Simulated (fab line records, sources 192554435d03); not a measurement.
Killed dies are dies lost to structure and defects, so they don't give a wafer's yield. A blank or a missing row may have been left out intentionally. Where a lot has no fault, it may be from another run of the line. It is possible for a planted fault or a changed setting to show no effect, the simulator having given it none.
The tool behind it: which one? -- flow n5Finfet -- 10 lots with 30 wafers sampled at 5 steps, on a route of 1938 steps

WHAT EACH GAUGE READ, for each wafer
N5_BEOL_M4_RC_MEAS_101.
lot,measured,on,DIBL_N (mV/V),DIBL_P (mV/V),IOFF_N (nA/um),IOFF_P (nA/um),ION_N (uA/um),ION_P (uA/um),SS_N (mV/dec),SS_P (mV/dec),VT_N (mV),VT_P (mV)
L356,day 8 15:07,prober-01,36.4 34.1 35.7,36.9 34.1 35.4,0.153 0.111 0.134,0.173 0.145 0.160,671 657 656,455 440 447,71.8 70.8 71.7,73.3 72.7 73.6,248.6 256.2 252.8,-253.4 -257.7 -254.4
L357,day 8 21:29,prober-01,35.8 35.2 34.1,35.7 34.7 34.3,0.163 0.154 0.136,0.214 0.195 0.186,678 676 664,462 460 460,70.9 71.1 70.7,73.4 73.3 72.3,250.3 250.3 253.4,-252.0 -250.5 -251.6
L358,day 9 03:50,prober-01,36.7 38.0 37.8,33.8 35.8 35.7,0.152 0.176 0.173,0.187 0.214 0.210,670 691 678,459 470 457,71.3 71.4 72.0,72.3 74.1 73.6,250.7 247.4 246.8,-252.1 -250.6 -251.4
L360,day 9 22:43,prober-01,38.0 39.0 38.1,38.1 39.0 37.9,0.188 0.219 0.191,0.232 0.242 0.228,679 694 688,458 469 466,71.8 72.1 71.2,73.6 73.2 74.3,246.1 242.9 244.9,-248.4 -249.2 -249.0
L364,day 10 18:33,prober-01,35.4 36.5 34.9,35.3 37.1 34.9,0.159 0.188 0.156,0.232 0.260 0.230,683 695 667,478 477 460,72.0 72.6 72.1,73.2 73.9 73.2,249.1 244.5 248.4,-247.9 -246.2 -246.7
L365,day 11 01:11,prober-01,35.4 33.9 36.6,35.4 34.3 37.4,0.137 0.121 0.166,0.176 0.169 0.209,668 661 668,456 455 452,70.9 70.4 71.3,72.5 73.0 73.3,254.7 255.1 247.1,-254.9 -252.1 -252.9
L367,day 11 03:19,prober-01,37.4 37.2 37.9,38.4 38.6 38.8,0.186 0.181 0.203,0.244 0.239 0.244,676 677 679,466 464 458,71.7 71.7 72.0,73.3 73.4 73.5,248.0 249.7 248.6,-251.3 -250.6 -246.8
L368,day 12 00:56,prober-02,35.4 35.3 36.4,33.4 34.4 35.1,0.136 0.144 0.163,0.170 0.180 0.200,675 672 685,462 458 472,71.7 71.2 71.6,72.2 72.3 72.8,252.1 252.8 251.1,-252.7 -253.9 -253.5
L370,day 12 08:25,prober-01,37.9 36.9 38.5,38.7 37.5 39.4,0.222 0.207 0.247,0.244 0.225 0.256,696 697 703,468 468 469,72.3 71.7 71.3,73.6 74.4 74.2,246.7 245.8 242.5,-248.5 -249.9 -246.1
L376,day 13 15:23,prober-02,37.4 36.6 37.8,37.1 36.1 36.8,0.184 0.164 0.174,0.225 0.212 0.218,675 674 678,464 457 459,71.4 71.6 71.2,73.8 73.7 74.1,246.9 251.0 249.6,-250.5 -251.4 -249.9

WHAT TOOL EACH LOT RAN ON (gives the tool, then ch and the chambers of the sampled wafers, and finally the start)
lot,N5_BEOL_M3_PRE_CLEAN_60,N5_BEOL_M3_DEP_57,N5_BEOL_M4_ILD_DEP_00,N5_BEOL_M4_HM_DEP_02
L356,"cvdCo-02 ch 0,1, day 8 01:46","pecvd-01 ch 0,1,2, day 8 01:58","pecvd-04 ch 0,2, day 8 02:06","pvdSputter-01, day 8 03:55"
L357,"cvdCo-02 ch 1,2, day 8 10:36","pecvd-04 ch 0,1, day 8 10:46","pecvd-04 ch 1,2, day 8 10:53","pvdSputter-02, day 8 11:30"
L358,"cvdCo-01 ch 0,1,2, day 8 17:10","pecvd-04 ch 0,1,2, day 8 17:19","pecvd-03 ch 0,1,2, day 8 17:27","pvdSputter-02, day 8 18:07"
L360,"cvdCo-01 ch 1,2, day 9 10:01","pecvd-04 ch 0,1,2, day 9 10:11","pecvd-01 ch 0,1,2, day 9 10:19","pvdSputter-01, day 9 11:55"
L364,"cvdCo-01 ch 1,2, day 10 03:10","pecvd-01 ch 0,1, day 10 03:20","pecvd-03 ch 0,1, day 10 03:29","pvdSputter-02, day 10 04:07"
L365,"cvdCo-02 ch 0,1, day 10 16:43","pecvd-01 ch 1,2, day 10 16:53","pecvd-01 ch 0,1, day 10 17:01","pvdSputter-03, day 10 17:55"
L367,"cvdCo-01 ch 0,1,2, day 10 18:32","pecvd-02 ch 0,1,2, day 10 18:42","pecvd-04 ch 0,1,2, day 10 18:50","pvdSputter-03, day 10 19:57"
L368,"cvdCo-02 ch 0,1, day 11 10:50","pecvd-02 ch 0,1, day 11 10:59","pecvd-04 ch 0,1,2, day 11 11:07","pvdSputter-03, day 11 14:19"
L370,"cvdCo-02 ch 0,1, day 11 20:49","pecvd-01 ch 0,1,2, day 11 20:58","pecvd-01 ch 0,1,2, day 11 21:06","pvdSputter-01, day 11 22:49"
L376,"cvdCo-02 ch 0,1,2, day 13 03:17","pecvd-04 ch 0,1,2, day 13 03:26","pecvd-04 ch 0,1,2, day 13 03:34","pvdSputter-02, day 13 03:48"
- N5_BEOL_M3_PRE_CLEAN_60: time 15 s.
- N5_BEOL_M3_DEP_57: deposits SiCN from 3MS/NH3, target thk 8 nm, time 14 s.
- N5_BEOL_M4_ILD_DEP_00: deposits SiOC from DEMS/O2, target thk 79 nm, time 15.3 s.
- N5_BEOL_M4_HM_DEP_02: deposits TiN, target thk 20 nm.

AS READ BY THE TOOLS THEMSELVES (means over the sampled wafers that have a number; for cases with no such wafer, the mark the record gives instead)
N5_BEOL_M3_PRE_CLEAN_60.
lot,tool,heaterPowerOuterW (W),heaterPowerW (W)
L356,cvdCo-02,9,68
L357,cvdCo-02,7,63
L358,cvdCo-01,22,87
L360,cvdCo-01,19,85
L364,cvdCo-01,19,84
L365,cvdCo-02,9,69
L367,cvdCo-01,22,87
L368,cvdCo-02,12,73
L370,cvdCo-02,9,68
L376,cvdCo-02,8,66

N5_BEOL_M3_DEP_57.
lot,tool,showerheadPlenumPTorr (Torr),throttleValvePct (%)
L356,pecvd-01,3.676,9.2
L357,pecvd-04,3.656,9.7
L358,pecvd-04,3.668,9.4
L360,pecvd-04,3.667,9.5
L364,pecvd-01,3.666,9.1
L365,pecvd-01,3.677,8.8
L367,pecvd-02,3.670,8.8
L368,pecvd-02,3.672,8.9
L370,pecvd-01,3.677,9.0
L376,pecvd-04,3.665,9.5

N5_BEOL_M4_ILD_DEP_00.
lot,tool,heaterPowerOuterW (W),heaterPowerW (W),showerheadPlenumPTorr (Torr),susceptorTempC (C),throttleValvePct (%)
L356,pecvd-04,237,436,5.701,350.19,12.1
L357,pecvd-04,270,473,5.695,349.89,12.3
L358,pecvd-03,214,429,5.695,349.89,11.5
L360,pecvd-01,288,503,5.696,349.95,11.7
L364,pecvd-03,231,463,5.708,350.17,11.9
L365,pecvd-01,254,472,5.693,349.98,12.2
L367,pecvd-04,216,403,5.696,350.01,12.3
L368,pecvd-04,232,435,5.703,350.20,12.4
L370,pecvd-01,271,485,5.703,351.05,11.7
L376,pecvd-04,198,392,5.690,350.12,12.4

N5_BEOL_M4_HM_DEP_02.
lot,tool,susceptorTempC (C),throttleValvePct (%)
L356,pvdSputter-01,25.06,28.9
L357,pvdSputter-02,24.98,29.2
L358,pvdSputter-02,24.90,29.4
L360,pvdSputter-01,25.09,29.8
L364,pvdSputter-02,24.98,29.4
L365,pvdSputter-03,24.93,29.7
L367,pvdSputter-03,24.92,29.7
L368,pvdSputter-03,24.96,29.6
L370,pvdSputter-01,24.99,29.7
L376,pvdSputter-02,24.98,29.2

THE ANSWER, worked out from the rows above alone
Rule: the usual values come from the lots themselves. Put in order of their means at a reading, lots are off if they are a third of the lots or fewer, leave a main group of 4 or more, and stand apart from it by a gap of 3 or more times the standard deviation of the main group's means; of several such gaps the widest counts. A main group is skipped when, at the precision printed for the reading in the tables above, its means are all equal. A lot without any number at a reading at which 4 lots or more have one is off too. All remaining lots with rows at the step are treated as sound. The gauges are gone through in route order, then the tools' own readings, and for those a lot's mean is taken as printed above. At the first step where some lot is off, the reading lying furthest off is the one used; lots without a number count as furthest.
Off at N5_BEOL_M4_ILD_DEP_00 (susceptorTempC): L370. The main group: mean 350.04 C, standard deviation 0.12.
A tool fits if, at that step or a process step before it, it ran every lot that is off, and no sound lot after the first of them. One fits: N5_BEOL_M3_DEP_57 and N5_BEOL_M4_ILD_DEP_00 on pecvd-01. At N5_BEOL_M3_DEP_57 its last sound lot is L365 (day 10 16:53), its first lot that is off L370 (day 11 20:58): a fault that began between those two fits.

WHAT WAS PUT IN BY THE SIMULATOR
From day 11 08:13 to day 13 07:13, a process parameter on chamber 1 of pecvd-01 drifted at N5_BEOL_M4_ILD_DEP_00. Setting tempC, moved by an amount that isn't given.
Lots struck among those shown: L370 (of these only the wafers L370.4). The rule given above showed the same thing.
